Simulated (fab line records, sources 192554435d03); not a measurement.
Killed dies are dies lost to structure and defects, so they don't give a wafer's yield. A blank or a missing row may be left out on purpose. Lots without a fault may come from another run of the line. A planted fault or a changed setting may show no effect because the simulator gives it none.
fab line records | flow n5_finfet | part 2 of 2: steps 42 to 42 of 42
record lots=5 wafers=15 last_day=18
route steps=1938 shown BEOL_M4@1099 BEOL_M5@1112 BEOL_M13@1659 PASSIVATION@1936
lots that met no fault: from a run of the same line without faults
start_h: hours from the record's first day to the start of the lot's first wafer shown | wait_h: hours since the lot's step before | " the same as in the row above | L1.1+2: a row that stands for several wafers | - no value, or no start given | * or withheld: withheld | < > ~ a bound
route shown NAME@n: a module of which the file shows steps, and the number in the route of the first | usual: mean/standard deviation of fault-free wafers | same: alike in all rows | chamber/n: place in a boat | sites: the reading at each site | _std_site: their standard deviation | _edge_site: outer sites' mean less inner sites' | radius_mm: how far each site lies from the wafer's centre | mask NAME#n: copy n | behind: the tool/chamber that last shaped the wafer | hold: why the lot was held/for how many hours/how that ended | device: the transistor (n, p or np) that didn't switch | end of line: the same wafers' tests at the end of the route | a step without rows: its recipe alone | killed: dies lost to structure and defects at the first sort, not the wafer's yield | map: a wafer's dies, x killed, . not, _ none there
set.NAME: the setting as run; set.NAME@STEP: as run at that earlier step | model.NAME: the simulator's own value behind a step, which no gauge read
lots at some steps of the route; a table a step, a row a wafer
services: from which hour (start_h, from the record's first day; less than 0 if before it) a tool's chamber was out of use, for how many hours, and why
## steps
# step N5_PASSIVATION_PROBE_49
# usual defect_limited_yield=91.4/1.2 killed_at_M0_to_M3=35/11 killed_at_M4_up=14/6 killed_at_contacts=12/6.7 killed_at_front_end=37/9.7 killed_at_other=3.5/2.5 killed_dies=102/15 killed_on_rim=13/3.6 killed_open=67/12 killed_short=33/7.3 sort_bin_5_function=5.1/0.81 sort_bin_6_memory=3.2/0.65 sort_n_pass=1078/15 sort_yield_pct=91.4/1.2
# same gross_dies=1180 killed_at_back_side=0 sort_bin_4_leakage[%]=0 sort_bin_8_speed[%]=0
# columns lot.wafer tool chamber start_h wait_h defect_limited_yield[%] killed_at_M0_to_M3 killed_at_M4_up killed_at_contacts killed_at_front_end killed_at_other killed_dies killed_on_rim killed_open killed_short sort_bin_5_function[%] sort_bin_6_memory[%] sort_n_pass sort_yield_pct[%]
L333.1 prober-01 - 345.46 0.0 91.9 40 11 6 37 1 95 18 64 30 5.4 2.3 1085 91.9
L341.1 prober-02 - 389.64 0.0 0.3 9 1160 0 8 0 1177 151 8 9 73.8 2.1 3 0.3
L341.2 prober-02 - 389.69 0.1 0.4 5 1162 0 6 2 1175 152 14 7 71.3 3.5 5 0.4
L341.6 prober-02 - 389.89 0.3 0.3 9 1159 4 3 2 1177 152 16 6 71.6 2.8 3 0.3
L345.1 prober-01 - 414.70 0.0 0.3 10 1160 1 6 0 1177 152 14 6 75.1 3.1 3 0.3
L345.2 prober-01 - 414.75 0.1 0.4 8 1158 2 6 1 1175 152 16 4 71.8 2.5 5 0.4
L345.6 prober-01 - 414.95 0.3 0.2 13 1154 0 10 1 1178 152 19 7 72.8 3.1 2 0.2
L346.2 prober-02 - 425.81 0.1 0.2 2 1170 3 3 0 1178 151 6 5 73.2 2.2 2 0.2
L346.4 prober-02 - 425.91 0.2 0.3 8 1159 6 4 0 1177 151 14 6 71.4 3.4 3 0.3
L346.5 prober-02 - 425.96 0.2 0.3 9 1162 3 3 0 1177 152 13 4 72.5 2.4 3 0.3
# killed by level:class
L333.1 BEOL_M2:geometric_particle:open=12 FIN_SAQP:geometric_particle:short=9 STI_FIN_REVEAL:geometric_particle:open=8 BEOL_M3:geometric_particle:open=6 BEOL_M2:geometric_particle:short=6 FIN_SAQP:geometric_particle:open=5 BEOL_M4:geometric_particle:open=5 MOL_CONTACT_COAG:geometric_particle:open=5
L341.1 BEOL_M13:worn_mask_joined=1159 BEOL_M0_SAQP:geometric_particle:short=3 BEOL_M1:geometric_particle:short=2 BEOL_M2:geometric_particle:open=2 FIN_SAQP:geometric_particle:short=1 FIN_SAQP:geometric_particle:open=1 FIN_CUT:geometric_particle:short=1 STI_FIN_REVEAL:geometric_particle:open=1
L341.2 BEOL_M13:worn_mask_joined=1154 BEOL_M4:geometric_particle:open=4 DUMMY_GATE:geometric_particle:open=3 BEOL_M4:geometric_particle:short=3 BEOL_M3:geometric_particle:open=2 FIN_SAQP:geometric_particle:open=1 PAD_METAL:geometric_particle:short=1 GATE_CUT:geometric_particle:short=1
L341.6 BEOL_M13:worn_mask_joined=1155 MOL_CONTACT_COAG:geometric_particle:open=3 BEOL_M0_SAQP:geometric_particle:open=3 BEOL_M0_SAQP:geometric_particle:short=2 FIN_SAQP:geometric_particle:open=1 STI_FIN_REVEAL:geometric_particle:open=1 MOL_CONTACT_COAG:geometric_particle:short=1 BEOL_M0:geometric_particle:open=1
L345.1 BEOL_M13:worn_mask_joined=1157 BEOL_M0_SAQP:geometric_particle:open=3 BEOL_M3:geometric_particle:open=3 FIN_SAQP:geometric_particle:short=2 BEOL_M0_SAQP:geometric_particle:short=2 BEOL_M2:geometric_particle:open=2 FIN_SAQP:geometric_particle:open=1 STI_FIN_REVEAL:geometric_particle:short=1
L345.2 BEOL_M13:worn_mask_joined=1155 BEOL_M0_SAQP:geometric_particle:open=6 BEOL_M4:geometric_particle:open=3 STI_FIN_REVEAL:geometric_particle:open=2 MOL_CONTACT_COAG:geometric_particle:open=2 STI_FIN_REVEAL:geometric_particle:short=1 DUMMY_GATE:geometric_particle:open=1 GATE_CUT:geometric_particle:short=1
L345.6 BEOL_M13:worn_mask_joined=1152 BEOL_M0_SAQP:geometric_particle:open=5 FIN_SAQP:geometric_particle:open=4 FIN_SAQP:geometric_particle:short=3 BEOL_M0_SAQP:geometric_particle:short=3 BEOL_M2:geometric_particle:open=3 BEOL_M3:geometric_particle:open=2 ILD0:geometric_particle:open=1
L346.2 BEOL_M13:worn_mask_joined=1166 MOL_CONTACT_COAG:geometric_particle:short=2 FIN_SAQP:geometric_particle:open=1 STI_FIN_REVEAL:geometric_particle:open=1 SPACER0:geometric_particle:short=1 MOL_CONTACT_COAG:geometric_particle:open=1 BEOL_M3:geometric_particle:short=1 BEOL_M3:geometric_particle:open=1
L346.4 BEOL_M13:worn_mask_joined=1157 MOL_CONTACT_COAG:geometric_particle:open=5 BEOL_M0_SAQP:geometric_particle:open=4 BEOL_M0_SAQP:geometric_particle:short=3 BEOL_M4:geometric_particle:open=2 DUMMY_GATE:geometric_particle:short=1 DUMMY_GATE:geometric_particle:open=1 MOL_CONTACT_COAG:geometric_particle:short=1
L346.5 BEOL_M13:worn_mask_joined=1160 MOL_CONTACT_COAG:geometric_particle:open=3 BEOL_M3:geometric_particle:open=3 BEOL_M1:geometric_particle:open=2 ILD0:geometric_particle:open=1 ILD0:geometric_particle:short=1 GATE_CUT:geometric_particle:short=1 BEOL_M0_SAQP:geometric_particle:open=1
# map L341.1 (x killed, . not)
_________________xxxxxxxxxxxx________________
______________xxxxxxxxxxxxxxxxx._____________
___________xxxxxxxxxxxxxxxxxxxxxxxx__________
__________xxxxxxxxxxxxxxxxxxxxxxxxxx_________
________xxxxxxxxxxxxxxxxxxxxxx.xxxxxxx_______
_______xxxxxxxxxxxxxxxxxxxxxxxxxxxxxxxx______
______xxxxxxxxxxxxxxxxxxxxxxxxxxxxxxxxxx_____
_____xxxxxxxxxxxxxxxxxxxxxxxxxxxxxxxxxxxx____
____xxxxxxxxxxxxxxxxxxxxxxxxxxxx.xxxxxxxxx___
___xxxxxxxxxxxxxxxxxxxxxxxxxxxxxxxxxxxxxxxx__
___xxxxxxxxxxxxxxxxxxxxxxxxxxxxxxxxxxxxxxxx__
__xxxxxxxxxxxxxxxxxxxxxxxxxxxxxxxxxxxxxxxxxx_
__xxxxxxxxxxxxxxxxxxxxxxxxxxxxxxxxxxxxxxxxxx_
_xxxxxxxxxxxxxxxxxxxxxxxxxxxxxxxxxxxxxxxxxxxx
_xxxxxxxxxxxxxxxxxxxxxxxxxxxxxxxxxxxxxxxxxxxx
_xxxxxxxxxxxxxxxxxxxxxxxxxxxxxxxxxxxxxxxxxxxx
_xxxxxxxxxxxxxxxxxxxxxxxxxxxxxxxxxxxxxxxxxxxx
_xxxxxxxxxxxxxxxxxxxxxxxxxxxxxxxxxxxxxxxxxxxx
_xxxxxxxxxxxxxxxxxxxxxxxxxxxxxxxxxxxxxxxxxxxx
_xxxxxxxxxxxxxxxxxxxxxxxxxxxxxxxxxxxxxxxxxxxx
_xxxxxxxxxxxxxxxxxxxxxxxxxxxxxxxxxxxxxxxxxxxx
__xxxxxxxxxxxxxxxxxxxxxxxxxxxxxxxxxxxxxxxxxx_
__xxxxxxxxxxxxxxxxxxxxxxxxxxxxxxxxxxxxxxxxxx_
___xxxxxxxxxxxxxxxxxxxxxxxxxxxxxxxxxxxxxxxx__
___xxxxxxxxxxxxxxxxxxxxxxxxxxxxxxxxxxxxxxxx__
____xxxxxxxxxxxxxxxxxxxxxxxxxxxxxxxxxxxxxx___
_____xxxxxxxxxxxxxxxxxxxxxxxxxxxxxxxxxxxx____
______xxxxxxxxxxxxxxxxxxxxxxxxxxxxxxxxxx_____
_______xxxxxxxxxxxxxxxxxxxxxxxxxxxxxxxx______
________xxxxxxxxxxxxxxxxxxxxxxxxxxxxxx_______
__________xxxxxxxxxxxxxxxxxxxxxxxxxx_________
___________xxxxxxxxxxxxxxxxxxxxxxxx__________
______________xxxxxxxxxxxxxxxxxx_____________
_________________xxxxxxxxxxxx________________
# map L345.6 (x killed, . not)
_________________xxxxxxxxxxxx________________
______________xxxxxxxxxxxxxxxxxx_____________
___________xxxxxxxxxxxxxxxxxxxxxxxx__________
__________xxxxxxxxxxxxxxxxxxxxxxxxxx_________
________xxxxxxxxxxxxxxxxxxxxxxxxxxxxxx_______
_______xxxxxxxxxxxxxxxxxxxxxxxxxxxxxxxx______
______xxxxxxxxxxxxxxxxxxxxxxxxxxxxxxxxxx_____
_____xxxxxxxxxxxxxxxxxxxxxxxxxxxxxxxxxxxx____
____xxxxxxxxxxxxxxxxxxxxxxxxxxxxxxxxxxxxxx___
___xxxxxxxxxxxxxxxxxxxxxxxxxxxxxxxxxxxxxxxx__
___xxxxxxxxxxxxxxxxxxxxxxxxxxxxxxxxxxxxxxxx__
__xxxxxxxxxxxxxxxxxxxxxxxxxxxxxxxxxxxxxxxxxx_
__xxxxxxxxxxxxxxxxxxxxxxxxxxxxxxxxxxxxxxxxxx_
_xxxxxxxxxxxxxxxxxxxxxxxxxxxxxxxxxxxxxxxxxxxx
_xxxxxxxxxxxxxxxxxxxxxxxxxxxxxxxxxxxxxxxxxxxx
_xxxxxxxxxxxxxxx.xxxxxxxxxxxxxxxxxxxxxxxxxxxx
_xxxxxxxxxxxxxxxxxxxxxxxxxxxxxxxxxxxxxxxxxxxx
_xxxxxxxxxxxxxxxxxxxxxxxxxxxxxxxxxxxxxxxxxxxx
_xxxxxxxxxxxxxxxxxxxxxxxxxxxxxxx.xxxxxxxxxxxx
_xxxxxxxxxxxxxxxxxxxxxxxxxxxxxxxxxxxxxxxxxxxx
_xxxxxxxxxxxxxxxxxxxxxxxxxxxxxxxxxxxxxxxxxxxx
__xxxxxxxxxxxxxxxxxxxxxxxxxxxxxxxxxxxxxxxxxx_
__xxxxxxxxxxxxxxxxxxxxxxxxxxxxxxxxxxxxxxxxxx_
___xxxxxxxxxxxxxxxxxxxxxxxxxxxxxxxxxxxxxxxx__
___xxxxxxxxxxxxxxxxxxxxxxxxxxxxxxxxxxxxxxxx__
____xxxxxxxxxxxxxxxxxxxxxxxxxxxxxxxxxxxxxx___
_____xxxxxxxxxxxxxxxxxxxxxxxxxxxxxxxxxxxx____
______xxxxxxxxxxxxxxxxxxxxxxxxxxxxxxxxxx_____
_______xxxxxxxxxxxxxxxxxxxxxxxxxxxxxxxx______
________xxxxxxxxxxxxxxxxxxxxxxxxxxxxxx_______
__________xxxxxxxxxxxxxxxxxxxxxxxxxx_________
___________xxxxxxxxxxxxxxxxxxxxxxxx__________
______________xxxxxxxxxxxxxxxxxx_____________
_________________xxxxxxxxxxxx________________
## services
# columns tool chamber start_h hours kind
pecvd-04 - 296.71 4.4 repair
rie_diel-04 3 297.44 - clean
rie_diel-04 3 297.44 - consumable_replace:focus_ring
rie_diel-04 3 297.44 27.5 scheduled_down
rie_diel-04 3 297.44 27.5 vent_cycle
rie_diel-01 0 301.70 3.2 repair
cmp-03 - 306.56 5.8 pm
cmp-01 - 316.18 0.9 repair
cmp-01 - 322.86 4.0 pm
pecvd-04 0 336.82 - clean
pecvd-04 0 336.82 29.5 scheduled_down
pecvd-04 0 336.82 29.5 vent_cycle
rie_diel-01 1 338.42 - clean
cmp-03 - 338.77 7.0 repair
plasma_asher-01 - 341.28 3.9 repair
cmp-01 - 343.60 5.5 pm
cmp-03 - 355.51 4.0 pm
rie_diel-01 0 378.42 9.6 repair
pecvd-03 1 378.82 2.1 scheduled_down
rie_diel-05 3 378.97 14.3 repair
rie_diel-05 0 379.15 1.6 repair
cmp-01 - 382.85 2.2 repair
cmp-04 - 387.88 4.0 repair
rie_diel-04 0 399.11 26.0 repair
## key
first_sign step=N5_BEOL_M13_ILD_DEP_00 reading=visit direction=added
effect step=N5_BEOL_M13_THK_MEAS_01 reading=M13_ILD_THK direction=up sigmas=70 usual=837 struck=1663
effect step=N5_BEOL_M13_STRIP_63 reading=oes_product_au direction=down sigmas=96 usual=0.673 struck=0.230
effect step=N5_BEOL_M13_STRIP_64 reading=strip_time_to_endpoint_s direction=down sigmas=99+ usual=* struck=*
effect step=N5_BEOL_M13_CD_MEAS_17 reading=cd_nm direction=up sigmas=53 usual=190.0 struck=275.5
effect step=N5_PASSIVATION_PROBE_49 reading=killed_at_M4_up direction=up sigmas=99+ usual=14 struck=1160
model_effect step=N5_BEOL_M13_VIA_ETCH_16 value=etch.depth_nm without=831.8 struck=1663
model_effect step=N5_BEOL_M13_CMP_49 value=SiOC_of_BEOL_M13_ILD_DEP_00.thk_nm without=772.2 struck=1307
met_at N5_BEOL_M13_ILD_DEP_00
struck_wafers L341.1,L341.2,L341.6,L345.1,L345.2,L345.6,L346.2,L346.4,L346.5
fault kind=repeated_step_whole tool=pecvd-02,pecvd-03,pecvd-04 chamber=- onset_h=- steps=N5_BEOL_M13_ILD_DEP_00 times=1 scope=struck_lots_only
